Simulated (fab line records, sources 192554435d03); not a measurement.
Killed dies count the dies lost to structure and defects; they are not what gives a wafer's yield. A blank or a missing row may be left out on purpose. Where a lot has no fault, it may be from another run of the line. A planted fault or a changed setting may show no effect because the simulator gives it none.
Matching of chambers	flow n5 finfet	3 sister chambers for N5_BEOL_M0_SAQP_HM_DEP_111 on pecvd-01
The step deposits SiO2 from SiH4/N2O, target thk 12 nm, time 7.2 s. 3 wafers are shown with their chamber, then 11 later ones without.

== EACH WAFER AND ITS CHAMBER ==
wafer	chamber	showerhead plenum p Torr (Torr)
L083.1	1	8.17
L086.4	2	8.14
L087.1	0	8.11

== WAFERS WHOSE CHAMBER IS MISSING ==
wafer	showerhead plenum p Torr (Torr)
L087.5	8.13
L087.6	8.18
L091.3	8.15
L091.4	8.11
L091.5	8.13
L092.1	8.13
L092.3	8.13
L092.5	8.10
L097.2	8.13
L097.4	8.10
L097.6	8.15

== WHICH CHAMBER EACH WENT THROUGH ==
wafer	from the rows above	in truth
L087.5	can't be placed: 2 or 0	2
L087.6	1	1
L091.3	can't be placed: 2 or 1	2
L091.4	0	0
L091.5	can't be placed: 2 or 0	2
L092.1	can't be placed: 2 or 0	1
L092.3	can't be placed: 2 or 0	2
L092.5	0	0
L097.2	can't be placed: 2 or 0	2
L097.4	0	0
L097.6	can't be placed: 2 or 1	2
Correct placement for 4 of the 11. From these rows, 7 cannot be placed; in 6 the true chamber is one of the candidates. 0 placed wrongly.
How it was worked out, from the rows above alone: a wafer's distance from a chamber is the root of the sum, over the readings, of the square of ((its reading less the chamber's mean) divided by the reading's scatter). If the next closest chamber is less than 2 further off than the closest, the wafer can't be placed; otherwise it belongs to the closest. A chamber's mean is the mean of its shown wafers. The scatter: with one shown wafer a chamber, the root of the mean of the squares of how far each hidden wafer lies from its nearest shown one.
